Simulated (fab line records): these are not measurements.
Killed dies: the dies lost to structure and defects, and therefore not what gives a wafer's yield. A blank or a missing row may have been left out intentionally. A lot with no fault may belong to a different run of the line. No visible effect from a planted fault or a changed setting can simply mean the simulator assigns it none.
Which tool did it? :: flow nand_harc :: 6 lots with 18 wafers sampled at 5 steps, on a route of 1159 steps

WHAT EACH GAUGE READ, for each wafer
NHARC_END_SORT_01.
lot: L178
measured: day 24 16:26
on: prober-02
killed_at_other: 0 0 0

lot: L176
measured: day 25 03:59
on: prober-01
killed_at_other: 0 0 0

lot: L185
measured: day 26 08:21
on: prober-02
killed_at_other: 3 1 2

lot: L190
measured: day 27 03:19
on: prober-01
killed_at_other: 0 0 0

lot: L191
measured: day 28 01:59
on: prober-01
killed_at_other: 1 0 0

lot: L197
measured: day 29 13:28
on: prober-02
killed_at_other: 2 0 0

TOOL THAT RAN EACH LOT (tool first, then ch and the chambers of the sampled wafers, then the start)
lot: L178
NHARC_A_CHANNEL_HOLE_D1_ETCH_21: har_etch-01 ch 0,1, day 11 02:53
NHARC_A_CHANNEL_HOLE_D1_ETCH_44: rie_diel-10 ch 0,2, day 11 07:06
NHARC_A_CHANNEL_FILL_D1_ALD_14: ald_hk-01 ch 0,1, day 11 15:34
NHARC_A_CHANNEL_FILL_D1_ETCHBACK_20: rie_diel-02 ch 0,2,3, day 12 07:58

lot: L176
NHARC_A_CHANNEL_HOLE_D1_ETCH_21: har_etch-01 ch 0,1, day 11 06:58
NHARC_A_CHANNEL_HOLE_D1_ETCH_44: rie_diel-10 ch 0,2, day 11 11:16
NHARC_A_CHANNEL_FILL_D1_ALD_14: ald_hk-01 ch 1,2, day 11 21:29
NHARC_A_CHANNEL_FILL_D1_ETCHBACK_20: rie_diel-06 ch 0,1,3, day 12 14:43

lot: L185
NHARC_A_CHANNEL_HOLE_D1_ETCH_21: har_etch-02 ch 1, day 11 21:32
NHARC_A_CHANNEL_HOLE_D1_ETCH_44: rie_diel-13 ch 0,2,3, day 12 01:49
NHARC_A_CHANNEL_FILL_D1_ALD_14: ald_hk-01 ch 0,1,3, day 12 09:57
NHARC_A_CHANNEL_FILL_D1_ETCHBACK_20: rie_diel-07 ch 0,1, day 13 03:17

lot: L190
NHARC_A_CHANNEL_HOLE_D1_ETCH_21: har_etch-01 ch 1, day 12 09:39
NHARC_A_CHANNEL_HOLE_D1_ETCH_44: rie_diel-09 ch 0,1, day 12 13:56
NHARC_A_CHANNEL_FILL_D1_ALD_14: ald_hk-04 ch 0,2,3, day 12 19:52
NHARC_A_CHANNEL_FILL_D1_ETCHBACK_20: rie_diel-06 ch 0,2,3, day 13 14:56

lot: L191
NHARC_A_CHANNEL_HOLE_D1_ETCH_21: har_etch-01 ch 0,1, day 12 13:49
NHARC_A_CHANNEL_HOLE_D1_ETCH_44: rie_diel-09 ch 1,2,3, day 12 18:07
NHARC_A_CHANNEL_FILL_D1_ALD_14: ald_hk-02 ch 0,1,3, day 13 03:05
NHARC_A_CHANNEL_FILL_D1_ETCHBACK_20: rie_diel-02 ch 0,2, day 13 19:16

lot: L197
NHARC_A_CHANNEL_HOLE_D1_ETCH_21: har_etch-02 ch 0, day 13 20:29
NHARC_A_CHANNEL_HOLE_D1_ETCH_44: rie_diel-13 ch 0,1, day 14 00:47
NHARC_A_CHANNEL_FILL_D1_ALD_14: ald_hk-04 ch 0,2,3, day 14 11:26
NHARC_A_CHANNEL_FILL_D1_ETCHBACK_20: rie_diel-02 ch 1,2, day 15 04:12
- NHARC_A_CHANNEL_HOLE_D1_ETCH_21: etches the open film in C4F8/O2/Ar, time 514.3 s, target depth 1600 nm.
- NHARC_A_CHANNEL_HOLE_D1_ETCH_44: etches the open film in CF4/O2, target depth 140 nm, overetch 14 nm, time 77 s.
- NHARC_A_CHANNEL_FILL_D1_ALD_14: deposits SiO2, target thk 2.5 nm, pulse time 10 s, ald cycles 25.
- NHARC_A_CHANNEL_FILL_D1_ETCHBACK_20: etches the open film in C4F8/O2/Ar, target depth 27 nm, time 13.5 s.

THE ANSWER, worked out from the rows above alone
Rule: what is usual is taken from the lots themselves. Put in order of their means at a reading, lots are off if they are a third of the lots or fewer, leave a main group of 4 or more, and stand apart from it by a gap of 3 or more times the standard deviation of the main group's means; of several such gaps the widest counts. A main group whose means are all the same, to the digits that the tables above print for the reading, isn't used. A lot without any number at a reading at which 4 lots or more have one is off too. The other lots that the step has rows for count as sound.
Off: L185 (NHARC_END_SORT_01, killed_at_other). The main group: mean 0.2, standard deviation 0.27.
A tool fits if, at a process step before that reading, it ran every lot that is off, and no sound lot after the first of them. The gauges at NHARC_END_SORT_01 are tried like those tools. Undecided on this evidence; 2 tools fit (ald_hk-01 at NHARC_A_CHANNEL_FILL_D1_ALD_14, rie_diel-07 at NHARC_A_CHANNEL_FILL_D1_ETCHBACK_20).

WHAT HAD BEEN PUT IN BY THE SIMULATOR
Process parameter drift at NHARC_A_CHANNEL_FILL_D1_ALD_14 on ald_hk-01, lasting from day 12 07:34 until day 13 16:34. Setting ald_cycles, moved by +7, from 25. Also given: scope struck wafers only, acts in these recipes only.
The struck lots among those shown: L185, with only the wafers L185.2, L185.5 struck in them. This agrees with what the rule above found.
